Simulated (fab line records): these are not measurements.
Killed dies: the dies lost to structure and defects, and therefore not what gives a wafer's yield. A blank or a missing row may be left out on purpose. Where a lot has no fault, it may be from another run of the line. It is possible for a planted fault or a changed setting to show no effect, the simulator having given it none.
Shared-tool check    flow n5-finfet    Sampled: 11 lots, 33 wafers

THE REASON FOR OPENING IT
On 2 of the 11 lots, a flag is raised at N5_BEOL_M14_CD_MEAS_10 on the reading cd-nm. Fault-free wafers read 249.3 nm, with a standard deviation of 2.2.
Rule: a lot is flagged when every wafer of it that has a number lies more than 4 standard deviations from that mean, or none has a number. As for the other lots, they are considered sound.

lot   measured      on         cd-nm (nm), wafer by wafer  flag
L214  day 12 21:14  cd-sem-03  247.9 248.1 251.7           
L217  day 14 02:47  cd-sem-03  250.9 250.2 248.5           
L215  day 14 02:57  cd-sem-01  248.6 251.0 251.9           
L220  day 14 23:02  cd-sem-01  248.1 248.8 250.1           
L223  day 15 18:18  cd-sem-03  250.8 249.5 249.6           
L227  day 16 04:57  cd-sem-02  248.6 248.9 251.5           
L225  day 16 12:04  cd-sem-02  231.5 233.0 230.8           FLAGGED
L226  day 17 01:56  cd-sem-01  232.3 233.5 235.8           FLAGGED
L228  day 17 18:07  cd-sem-03  249.6 251.6 252.6           
L232  day 18 02:56  cd-sem-02  252.4 253.2 251.1           
L237  day 19 05:46  cd-sem-02  249.8 252.2 254.1           
The mean of the flagged lots' numbers is 232.8 nm, -16.5 nm from the usual (-7 standard deviations).

WHICH TOOL RAN EACH LOT
Before the reading, the record contains 2 process steps out of a 1938-step route. In each cell: the tool, then ch and the chambers that the sampled wafers went through, then the start.
lot   flag     N5_BEOL_M13_ILD_DEP_00           N5_BEOL_M14_PEB_08
L214           pecvd-02 ch 0,2, day 12 16:25    litho-track-02 ch 0, day 12 21:08
L217           pecvd-02 ch 0,1, day 13 22:02    litho-track-02 ch 0, day 14 02:40
L215           pecvd-02 ch 0,1, day 13 22:35    litho-track-04 ch 0, day 14 02:50
L220           pecvd-03 ch 1,2, day 14 17:01    litho-track-02 ch 0, day 14 22:55
L223           pecvd-03 ch 0,2, day 15 13:57    litho-track-02 ch 0, day 15 18:11
L227           pecvd-04 ch 0,1, day 15 23:25    litho-track-04 ch 0, day 16 04:50
L225  FLAGGED  pecvd-03 ch 0,1,2, day 16 03:17  litho-track-01 ch 0, day 16 11:56
L226  FLAGGED  pecvd-04 ch 0,1,2, day 16 16:46  litho-track-01 ch 0, day 17 01:49
L228           pecvd-02 ch 2, day 17 09:10      litho-track-04 ch 0, day 17 17:59
L232           pecvd-02 ch 0,2, day 17 21:41    litho-track-02 ch 0, day 18 02:49
L237           pecvd-02 ch 0,2, day 19 00:11    litho-track-02 ch 0, day 19 05:40
These steps, and what they do:
- N5_BEOL_M13_ILD_DEP_00: deposits SiOC from DEMS/O2, target thk 837.92 nm, time 166.4 s.
- N5_BEOL_M14_PEB_08: peb time 90 s.
- N5_BEOL_M14_CD_MEAS_10: target cd 250 nm.

FLAGGED AGAINST TOTAL, ONE TOOL AT A TIME (gauges that did the reading follow at the end)
step                    tool            lots run  flagged  share of the flagged lots  sound lots run after its first flagged lot
N5_BEOL_M13_ILD_DEP_00  pecvd-02        6         0        none                       -
N5_BEOL_M13_ILD_DEP_00  pecvd-03        3         1        some                       0
N5_BEOL_M13_ILD_DEP_00  pecvd-04        2         1        some                       0
N5_BEOL_M14_PEB_08      litho-track-01  2         2        all                        0
N5_BEOL_M14_PEB_08      litho-track-02  6         0        none                       -
N5_BEOL_M14_PEB_08      litho-track-04  3         0        none                       -
N5_BEOL_M14_CD_MEAS_10  cd-sem-01       3         1        some                       0
N5_BEOL_M14_CD_MEAS_10  cd-sem-02       4         1        some                       2 (L232,L237)
N5_BEOL_M14_CD_MEAS_10  cd-sem-03       4         0        none                       -

WHAT THE TABLE PERMITS
All flagged lots share 1 row of the table, namely litho-track-01 at N5_BEOL_M14_PEB_08.
- litho-track-01 at N5_BEOL_M14_PEB_08: 2 of its 2 lots flagged. The start can't be narrowed down: in this sample, it ran no sound lot prior to its first flagged lot. Its own readings (heater-power-total-W, plate-temp-C) fall more than 4 standard deviations out on all wafers of the flagged lots.
One tool is left: litho-track-01 at N5_BEOL_M14_PEB_08.

WHAT THE SIMULATOR PUT IN
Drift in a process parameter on litho-track-01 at N5_BEOL_M14_PEB_08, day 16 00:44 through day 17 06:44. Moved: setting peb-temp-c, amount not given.
Lots struck among those shown: L225, L226. The rule given above showed the same thing.
